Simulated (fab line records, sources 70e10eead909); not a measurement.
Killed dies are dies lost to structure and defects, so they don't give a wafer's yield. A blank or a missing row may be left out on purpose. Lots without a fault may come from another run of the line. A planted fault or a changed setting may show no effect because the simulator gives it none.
Which tool did it? | flow nand_harc | 12 lots, 36 wafers sampled, at 6 steps of a route of 1302

WHAT THE GAUGES READ, wafer by wafer
NHARC_A_M1_CD_MEAS_09: target cd 120 nm. Usual: cd_nm 120.3 nm, standard deviation 0.74.
lot  | measured     | on        | cd_nm (nm)        | flag
L668 | day 23 14:25 | cd_sem-03 | 120.9 120.4 119.7 |
L667 | day 23 15:12 | cd_sem-01 | 119.6 119.5 119.5 |
L669 | day 23 20:29 | cd_sem-02 | 120.4 120.2 120.1 |
L666 | day 24 01:52 | cd_sem-03 | 120.3 119.9 120.1 |
L671 | day 24 17:53 | cd_sem-03 | 121.1 120.8 121.4 |
L672 | day 24 18:24 | cd_sem-03 | 120.3 120.5 120.6 |
L673 | day 25 11:01 | cd_sem-02 | 121.7 120.7 121.4 |
L677 | day 27 06:31 | cd_sem-02 | 119.7 128.5 120.4 | OFF
L685 | day 30 11:07 | cd_sem-03 | 119.7 119.7 119.5 |
L686 | day 31 07:39 | cd_sem-02 | 121.0 120.2 120.4 |
L688 | day 31 19:37 | cd_sem-03 | 120.5 120.6 120.0 |
L689 | day 32 09:41 | cd_sem-01 | 119.2 119.4 118.1 |

NHARC_END_SORT_01. Usual: defect_limited_yield 90.7 %, standard deviation 2.9; killed_at_array 58, standard deviation 20; killed_at_other 1.0, standard deviation 1.2; killed_at_periphery 4.1, standard deviation 3; killed_dies 63, standard deviation 20; killed_open 3.2, standard deviation 1.7; killed_short 2.5, standard deviation 1.5.
lot  | measured     | on        | defect_limited_yield (%) | killed_at_array | killed_at_other | killed_at_periphery | killed_dies | killed_open | killed_short | flag
L668 | day 25 03:39 | prober-02 | 97.0 95.3 96.9           | 17 30 18        | 1 1 1           | 2 1 2               | 20 32 21    | 2 4 4       | 4 4 2        |
L667 | day 25 06:03 | prober-01 | 88.8 90.0 90.7           | 74 65 63        | 0 1 0           | 2 2 0               | 76 68 63    | 4 1 1       | 4 2 0        |
L669 | day 25 13:08 | prober-01 | 88.9 93.1 91.6           | 64 41 51        | 3 0 1           | 8 6 5               | 75 47 57    | 2 6 2       | 3 4 3        |
L671 | day 26 09:28 | prober-01 | 83.6 87.7 86.3           | 102 79 82       | 1 2 4           | 8 2 7               | 111 83 93   | 4 2 5       | 2 2 2        |
L685 | day 32 00:02 | prober-01 | 86.3 89.5 87.9           | 89 67 77        | 0 3 2           | 4 1 3               | 93 71 82    | 5 1 5       | 4 4 2        |
L686 | day 33 00:26 | prober-02 | 87.1 86.9 87.1           | 75 82 78        | 4 1 3           | 8 6 6               | 87 89 87    | 1 4 2       | 3 2 0        |
L688 | day 33 08:15 | prober-02 | 90.4 88.9 91.3           | 61 69 57        | 1 0 1           | 3 6 1               | 65 75 59    | 3 4 4       | 2 0 4        |

WHICH TOOL RAN EACH LOT (tool, then ch and the chambers of the sampled wafers, then the start)
lot  | NHARC_A_M0_PVD_21                       | NHARC_A_M0_PRE_CLEAN_31         | NHARC_A_M1_EXPOSE_06               | NHARC_A_M1_ETCH_35
L668 | pvd_sputter-02, day 23 13:05 or earlier | pecvd-02 ch 0,1, day 23 13:05   | arfi_scanner-02 ch 0, day 23 14:16 | rie_diel-10 ch 1,2,3, day 23 14:41
L667 | pvd_sputter-02, day 23 14:02 or earlier | pecvd-04 ch 0,1,2, day 23 14:02 | arfi_scanner-02 ch 0, day 23 15:04 | rie_diel-01 ch 2,3, day 23 15:28
L669 | pvd_sputter-03, day 23 19:10 or earlier | pecvd-02 ch 0,1, day 23 19:10   | arfi_scanner-03 ch 0, day 23 20:21 | rie_diel-01 ch 0,1,2, day 23 20:46
L666 | pvd_sputter-01, day 24 00:40 or earlier | pecvd-04 ch 1,2, day 24 00:40   | arfi_scanner-03 ch 0, day 24 01:43 | rie_diel-04 ch 0,2,3, day 24 02:09
L671 | pvd_sputter-03, day 24 16:33 or earlier | pecvd-03 ch 0,2, day 24 16:33   | arfi_scanner-02 ch 0, day 24 17:45 | rie_diel-04 ch 2,3, day 24 18:10
L672 | pvd_sputter-02, day 24 17:13 or earlier | pecvd-03 ch 1,2, day 24 17:13   | arfi_scanner-02 ch 0, day 24 18:16 | rie_diel-10 ch 0,1, day 24 18:41
L673 | pvd_sputter-03, day 25 09:50 or earlier | pecvd-03 ch 0,1, day 25 09:50   | arfi_scanner-02 ch 0, day 25 10:52 | rie_diel-01 ch 0,3, day 25 11:17
L677 | pvd_sputter-01, day 27 05:11 or earlier | pecvd-03 ch 0,1,2, day 27 05:11 | arfi_scanner-02 ch 0, day 27 06:23 | rie_diel-01 ch 0,2,3, day 27 06:49
L685 | pvd_sputter-03, day 30 09:48 or earlier | pecvd-02 ch 0,1,2, day 30 09:48 | arfi_scanner-02 ch 0, day 30 10:59 | rie_diel-01 ch 1,2,3, day 30 11:24
L686 | pvd_sputter-02, day 31 06:19 or earlier | pecvd-04 ch 0,1, day 31 06:19   | arfi_scanner-03 ch 0, day 31 07:31 | rie_diel-04 ch 0,1,2, day 31 07:55
L688 | pvd_sputter-01, day 31 18:19 or earlier | pecvd-02 ch 0,2, day 31 18:19   | arfi_scanner-02 ch 0, day 31 19:28 | rie_diel-10 ch 0,1,2, day 31 19:53
L689 | pvd_sputter-01, day 32 08:17 or earlier | pecvd-03 ch 0,1, day 32 08:17   | arfi_scanner-01 ch 0, day 32 09:33 | rie_diel-10 ch 2,3, day 32 09:58
- NHARC_A_M0_PVD_21: deposits Cu, target thk 30 nm, time 20.49 s.
- NHARC_A_M0_PRE_CLEAN_31: time 12 s.
- NHARC_A_M1_EXPOSE_06: exposes mask A M1, target cd 120 nm.
- NHARC_A_M1_ETCH_35: etches the open film in N2/H2, target depth 40 nm, overetch 12 nm, time 43.94 s.

WHAT THE TOOLS THEMSELVES READ (means of the sampled wafers that have a number; where no wafer has one, the mark that the record gives instead)
NHARC_A_M0_PVD_21. Usual: throttle_valve_pct 30.1 %, standard deviation 0.77.
lot  | tool           | throttle_valve_pct (%) | flag
L668 | pvd_sputter-02 | 29.9                   |
L667 | pvd_sputter-02 | 30.1                   |
L669 | pvd_sputter-03 | 30.6                   |
L666 | pvd_sputter-01 | 31.0                   |
L671 | pvd_sputter-03 | 29.8                   |
L672 | pvd_sputter-02 | 29.8                   |
L673 | pvd_sputter-03 | 29.9                   |
L677 | pvd_sputter-01 | 30.4                   |
L685 | pvd_sputter-03 | 29.8                   |
L686 | pvd_sputter-02 | 30.3                   |
L688 | pvd_sputter-01 | 30.5                   |
L689 | pvd_sputter-01 | 30.0                   |

NHARC_A_M0_PRE_CLEAN_31. Usual: heater_power_w 623 W, standard deviation 64; rf_fwd_power_W 292.4 W, standard deviation 0.87.
lot  | tool     | heater_power_w (W) | rf_fwd_power_W (W) | flag
L668 | pecvd-02 | 655                | 292.1              |
L667 | pecvd-04 | 610                | 291.7              |
L669 | pecvd-02 | 658                | 292.1              |
L666 | pecvd-04 | 662                | 292.6              |
L671 | pecvd-03 | 610                | 292.8              |
L672 | pecvd-03 | 717                | 292.7              |
L673 | pecvd-03 | 680                | 292.0              |
L677 | pecvd-03 | 662                | 293.1              |
L685 | pecvd-02 | 552                | 292.2              |
L686 | pecvd-04 | 592                | 291.8              |
L688 | pecvd-02 | 549                | 292.6              |
L689 | pecvd-03 | 714                | 291.8              |

NHARC_A_M1_ETCH_35. Usual: drypump_motor_current_A 5.6 A, standard deviation 0.39; oes_product_au 0.997 a.u., standard deviation 0.012; rf_fwd_power_W 395.5 W, standard deviation 1.8; rf_vpp_V 431.2 V, standard deviation 2.9; showerhead_plenum_p_Torr 2.07 Torr, standard deviation 0.1; throttle_valve_pct 14.171 %, standard deviation 0.0095.
lot  | tool        | drypump_motor_current_A (A) | oes_product_au (a.u.) | rf_fwd_power_W (W) | rf_vpp_V (V) | showerhead_plenum_p_Torr (Torr) | throttle_valve_pct (%) | flag
L668 | rie_diel-10 | 5.7                         | 0.999                 | 393.8              | 433.6        | 2.14                            | 14.177                 |
L667 | rie_diel-01 | 5.5                         | 0.991                 | 395.8              | 428.6        | 1.98                            | 14.168                 |
L669 | rie_diel-01 | 5.7                         | 0.995                 | 395.3              | 432.0        | 2.08                            | 14.177                 |
L666 | rie_diel-04 | 5.7                         | 0.995                 | 394.2              | 430.1        | 2.02                            | 14.174                 |
L671 | rie_diel-04 | 5.3                         | 0.986                 | 394.5              | 431.9        | 2.07                            | 14.174                 |
L672 | rie_diel-10 | 5.6                         | 1.013                 | 395.1              | 434.0        | 2.16                            | 14.171                 |
L673 | rie_diel-01 | 5.4                         | 0.999                 | 394.3              | 428.7        | 1.99                            | 14.168                 |
L677 | rie_diel-01 | 5.6                         | 0.991                 | 394.8              | 430.1        | 2.03                            | 14.176                 |
L685 | rie_diel-01 | 5.5                         | 0.984                 | 395.9              | 429.0        | 1.98                            | 14.173                 |
L686 | rie_diel-04 | 5.8                         | 1.001                 | 396.2              | 430.4        | 2.05                            | 14.171                 |
L688 | rie_diel-10 | 5.7                         | 1.002                 | 396.4              | 432.4        | 2.12                            | 14.172                 |
L689 | rie_diel-10 | 5.5                         | 0.996                 | 394.6              | 433.1        | 2.15                            | 14.161                 |

THE ANSWER, worked out from the rows above alone
Rule: a lot is off if the mean of its wafers that have a number lies more than 3 standard deviations from the usual mean. A lot without any number at a reading at which 4 lots or more have one is off too. The other lots that the step has rows for count as sound. The gauges are gone through in route order, then the tools' own readings, and for those a lot's mean is taken as printed above. The first step at which some lot is off is used, and at that step the reading that is off furthest; a lot without a number counts as furthest.
Off: L677, at NHARC_A_M1_CD_MEAS_09 (cd_nm).
A tool fits if, at a process step before that reading, it ran every lot that is off, and no sound lot after the first of them. The gauges at NHARC_A_M1_CD_MEAS_09 are tried like those tools. NHARC_A_M0_PVD_21 gives no start for some lots, so the hours and the order of its lots are those of NHARC_A_M0_PRE_CLEAN_31. None of those tried fits.

WHAT THE SIMULATOR HAD PUT IN
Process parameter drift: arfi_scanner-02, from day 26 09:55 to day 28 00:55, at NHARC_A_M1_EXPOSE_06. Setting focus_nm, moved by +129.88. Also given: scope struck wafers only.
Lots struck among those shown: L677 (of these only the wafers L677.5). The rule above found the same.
